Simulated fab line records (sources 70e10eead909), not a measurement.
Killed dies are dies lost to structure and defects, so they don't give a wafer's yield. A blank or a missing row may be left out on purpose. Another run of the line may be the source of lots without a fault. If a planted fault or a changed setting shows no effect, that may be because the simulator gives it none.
What tool caused it? + flow nand harc + 6 lots, 18 wafers sampled, at 4 steps of a route of 1302

== WHAT THE GAUGES READ, wafer by wafer ==
NHARC_P_GATE_CD_MEAS_91: target cd 2000 nm.
| lot  | measured     | on        | cd nm (nm)           |
|------|--------------|-----------|----------------------|
| L766 | day 7 07:55  | cd sem-02 | 1997.4 1996.5 1997.8 |
| L768 | day 8 10:41  | cd sem-01 | 1997.6 1998.7 1997.8 |
| L770 | day 8 23:08  | cd sem-01 | 2001.0 2001.9 2002.3 |
| L774 | day 10 20:38 | cd sem-01 | 2000.2 2000.9 1998.6 |
| L776 | day 11 22:25 | cd sem-02 | 2000.7 2000.4 1999.4 |
| L779 | day 12 14:05 | cd sem-01 | 1999.0 1997.5 1999.6 |

== EACH LOT AND THE TOOL THAT RAN IT (in order: tool; ch and the chambers of the sampled wafers; start) ==
| lot  | NHARC_P_GATE_ETCHBACK_37                      | NHARC_P_GATE_STRIP_112               | NHARC_P_GATE_EXPOSE_88            |
|------|-----------------------------------------------|--------------------------------------|-----------------------------------|
| L766 | rie diel-04 ch 0,1,2, day 7 06:44 or earlier  | plasma asher-01 ch 0,1, day 7 06:44  | krf scanner-02 ch 0, day 7 07:46  |
| L768 | rie diel-09 ch 0,1,3, day 8 09:40 or earlier  | plasma asher-02 ch 0,1, day 8 09:40  | krf scanner-01 ch 0, day 8 10:32  |
| L770 | rie diel-10 ch 0,1,2, day 8 22:05 or earlier  | plasma asher-02 ch 0,1, day 8 22:05  | krf scanner-03 ch 0, day 8 22:59  |
| L774 | rie diel-04 ch 0,3, day 10 19:26 or earlier   | plasma asher-01 ch 0,1, day 10 19:26 | krf scanner-03 ch 0, day 10 20:29 |
| L776 | rie diel-04 ch 1,2,3, day 11 21:15 or earlier | plasma asher-01 ch 0,1, day 11 21:15 | krf scanner-03 ch 0, day 11 22:16 |
| L779 | rie diel-09 ch 0,1, day 12 13:07 or earlier   | plasma asher-02 ch 0,1, day 12 13:07 | krf scanner-02 ch 0, day 12 13:56 |
- NHARC_P_GATE_ETCHBACK_37: etches the open film in CHF3/O2, target depth 34.5 nm, time 17.2 s.
- NHARC_P_GATE_STRIP_112: strips in N2/H2, time 200 s.
- NHARC_P_GATE_EXPOSE_88: exposes mask P HVN, target cd 2000 nm.

== THE ANSWER, worked out from the rows above alone ==
Rule: what is usual is taken from the lots themselves. Put in order of their means at a reading, lots are off if they are a third of the lots or fewer, leave a main group of 4 or more, and stand apart from it by a gap of 3 or more times the standard deviation of the main group's means; of several such gaps the widest counts. A main group is skipped when, at the precision printed for the reading in the tables above, its means are all equal. A lot without any number at a reading at which 4 lots or more have one is off too. Where the step has rows for the other lots, those lots are counted as sound.
Across all readings shown, no lot is off: no conclusion can be drawn from this.

== WHAT THE SIMULATOR HAD INSERTED ==
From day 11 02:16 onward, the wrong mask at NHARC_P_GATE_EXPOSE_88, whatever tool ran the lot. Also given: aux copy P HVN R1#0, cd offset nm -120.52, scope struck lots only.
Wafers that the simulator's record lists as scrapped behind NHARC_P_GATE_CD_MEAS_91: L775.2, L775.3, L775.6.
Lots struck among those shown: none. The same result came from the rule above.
